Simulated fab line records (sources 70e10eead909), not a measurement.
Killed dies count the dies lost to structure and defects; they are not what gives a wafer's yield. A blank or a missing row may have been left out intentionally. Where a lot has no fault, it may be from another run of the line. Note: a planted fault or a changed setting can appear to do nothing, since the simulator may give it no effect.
Struck lot and sound lot, side by side :: flow nand harc :: 20 steps out of a route of 1302
Sound: the wafers L277.2, L277.4, L277.5. The struck wafers were L293.1, L293.5, L293.6. The cause comes at the end.
Per side, at each step with rows, come the tool, then ch with its chambers, and then its first start. Under that, the readings that differ: sound wafers :: struck wafers :: difference of the means :: sigmas: that difference in standard deviations of wafers without a fault.
alike: readings with means less than 2 such deviations apart, plus words and numbers identical on both sides. not compared: withheld readings, readings lacking a value on some wafer, bounds such as >300 that could conceal the same value, and numbers that have no deviation in the record and whose values overlap.
A row with sigmas, a row that says differs or no value, or rows on one side alone: a step with any of these is where the two part. Non-overlapping numbers with no deviation appear without sigmas and do not part them. A reading missing from all wafers of one side parts the sides only when that side holds two or more wafers.

NHARC_P_CONTACT_CMP_24: polishes, t overpolish 30 s, target thk 200 nm.
  sound on cmp-02 ch 1,2, day 6 05:32; struck on cmp-04 ch 1,2,3, day 13 00:37
reading: overpolish run s (s)
sound: 30.011 30.021 29.988
struck: 29.976 29.993 29.984
difference: -0.022
sigmas: -2
  alike: motor current A, slurry flow ml min, time to endpoint s
following that, these wafers have no rows for 1 step: NHARC_P_CONTACT_SRD_26.
NHARC_P_CONTACT_INSPECT_27:
  sound on defect inspect-02 at day 6 05:56; struck on defect inspect-01 at day 13 00:58
  alike: raw defect count
then, 8 steps without rows for these wafers: NHARC_P_M0_DEP_00 (deposits SiOC, target thk 150 nm); NHARC_P_M0_DEHYDRATE_01 (time 120 s); NHARC_P_M0_HMDS_02 (time 30 s); NHARC_P_M0_COAT_33 (time 65 s); NHARC_P_M0_COAT_03 (resist thk 90 nm); NHARC_P_M0_SOFTBAKE_04 (time 55 s); NHARC_P_M0_EBR_05; NHARC_P_M0_EXPOSE_06 (exposes mask P M0, target cd 90 nm).
NHARC_P_M0_PEB_07: peb time 65 s.
  sound on litho track-06 ch 0, day 6 06:46; struck on litho track-01 ch 0, day 13 01:40
reading: chill plate temp C (C)
sound: 22.83 22.83 22.93
struck: 23.14 23.22 22.95
difference: +0.24
sigmas: +2

reading: heater power total W (W)
sound: 156.8 157.0 157.1
struck: 155.4 155.2 155.5
difference: -1.6
sigmas: -4

reading: plate temp C (C)
sound: 99.98 99.89 99.94
struck: 99.31 99.24 99.45
difference: -0.60
sigmas: -4
then, 1 step without rows for these wafers: NHARC_P_M0_DEVELOP_08 (develop time 35 s).
NHARC_P_M0_CD_MEAS_09 targets a cd of 90 nm.
  sound on cd sem-03 ch 0, day 6 06:51; struck on cd sem-02 ch 0, day 13 01:44
reading: cd nm (nm)
sound: 90.7 90.3 90.5
struck: 88.0 88.1 88.1
difference: -2.4
sigmas: -3
NHARC_P_M0_OVL_MEAS_10: pitch 180 nm.
  sound on overlay-02 at day 6 06:56; struck on overlay-01 at day 13 01:49
reading: overlay x nm (nm)
sound: 0.1 -0.2 -0.2
struck: 1.3 1.7 1.4
difference: +1.6
sigmas: +2
  alike: overlay y nm
NHARC_P_M0_INSPECT_11:
  sound on defect inspect-01 at day 6 06:58; struck on defect inspect-01 at day 13 01:52
  alike: raw defect count
NHARC_P_M0_DESCUM_14: chemistry O2, time 3 s.
  sound on rie diel-05 ch 0,2,3, day 6 07:02; struck on rie diel-05 ch 2,3, day 13 01:56
reading: model.P_M0.cd nm (nm)
sound: 91.61 90.9 90.72
struck: 87.9 89.59 87.99
difference: -2.6
sigmas: 
  alike: drypump motor current A, oes product au, rf vpp V, showerhead plenum p Torr, throttle valve pct
  not compared: rf hours counter h
NHARC_P_M0_ETCH_34: etches the open film in N2/H2, target depth 40 nm, overetch 12 nm, time 43.94 s.
  sound on rie diel-05 ch 0,2,3, day 6 07:07; struck on rie diel-05 ch 0,1,2, day 13 02:01
  alike: drypump motor current A, oes product au, rf vpp V, showerhead plenum p Torr, throttle valve pct
  not compared: rf hours counter h
NHARC_P_M0_ETCH_15: etches the open film in C4F8/Ar, target depth 150 nm, overetch 15 nm, time 82.5 s.
  sound on rie diel-05 ch 0,1,3; struck on rie diel-05 ch 1,2,3
reading: model.P_M0.cd nm (nm)
sound: 91.53 90.66 90.43
struck: 87.51 89.34 88.42
difference: -2.45
sigmas: 
  alike: oes product au, rf vpp V
  not compared: rf hours counter h
NHARC_P_M0_CD_MEAS_16:
  sound on cd sem-01 at day 6 07:20; struck on cd sem-03 at day 13 02:13
reading: cd nm (nm)
sound: 91.6 90.9 90.6
struck: 87.3 89.2 88.4
difference: -2.7
sigmas: -3

== WHERE THEY PART ==
At NHARC_P_CONTACT_CMP_24 first; at NHARC_P_M0_CD_MEAS_16 last (within this record only).

WHY: what the simulator had put in
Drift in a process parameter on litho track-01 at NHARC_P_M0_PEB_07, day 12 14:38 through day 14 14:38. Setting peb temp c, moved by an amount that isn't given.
